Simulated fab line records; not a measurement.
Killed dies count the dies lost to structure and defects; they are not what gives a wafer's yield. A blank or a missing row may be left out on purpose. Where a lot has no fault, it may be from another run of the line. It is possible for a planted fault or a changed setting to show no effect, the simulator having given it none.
Chamber matching -- flow n5-finfet -- ald-sin-03 running N5_FIN_SAQP_SPACER2_ALD_28: 4 sister chambers
The step deposits SiO2, target thk 8.1 nm, pulse time 1 s, purge time 2 s. 20 wafers are shown with their chamber, then 10 later ones without.

WAFERS WITH THEIR CHAMBER
wafer,chamber,heater-power-w (W),precursor-pulse-height-rel
L075.2,3,446,1.017
L075.3,2,497,0.997
L075.5,1,458,0.999
L077.2,1,454,1.008
L077.3,3,465,0.998
L077.5,1,461,0.996
L079.1,0,434,0.981
L079.3,2,489,0.966
L079.4,1,460,1.006
L080.3,2,492,0.967
L080.4,0,430,1.004
L080.5,0,440,1.004
L082.1,2,498,0.967
L082.2,1,466,0.954
L082.4,0,438,0.988
L083.1,3,457,0.998
L083.4,0,429,1.008
L083.5,2,489,0.967
L084.4,1,462,0.998
L084.5,0,428,0.964

SIGNATURES (means of the wafers above)
reading,chamber 0,chamber 1,chamber 2,chamber 3,scatter within a chamber
heater-power-w,433.17,460.17,493.00,456.00,5.37
precursor-pulse-height-rel,0.99150,0.99350,0.97280,1.00433,0.0166
Rule: distance of a wafer from a chamber = root of the sum over the readings of ((wafer's reading minus chamber's mean) / reading's scatter) squared. If the next closest chamber is less than 2 further off than the closest, the wafer can't be placed; otherwise it belongs to the closest. The scatter is the square root of a quotient: the sum, over the shown wafers, of each reading's squared deviation from its chamber's mean, divided by wafers minus chambers.

WAFERS WITHOUT THEIR CHAMBER
wafer,heater-power-w (W),precursor-pulse-height-rel
L084.6,452,1.006
L085.1,439,0.983
L085.2,457,1.009
L085.6,459,1.005
L090.1,471,0.993
L090.2,499,1.033
L090.4,437,0.957
L091.2,461,1.023
L091.4,467,0.975
L091.5,503,0.970

CHAMBER TAKEN BY EACH
wafer,from the rows above,in truth
L084.6,can't be placed: 3 or 1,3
L085.1,0,0
L085.2,can't be placed: 3 or 1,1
L085.6,can't be placed: 3 or 1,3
L090.1,can't be placed: 1 or 3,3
L090.2,2,2
L090.4,0,0
L091.2,can't be placed: 3 or 1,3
L091.4,can't be placed: 1 or 3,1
L091.5,2,2
4 of 10 placed correctly. From these rows, 6 cannot be placed; in 6 the true chamber is one of the candidates. 0 placed wrongly.
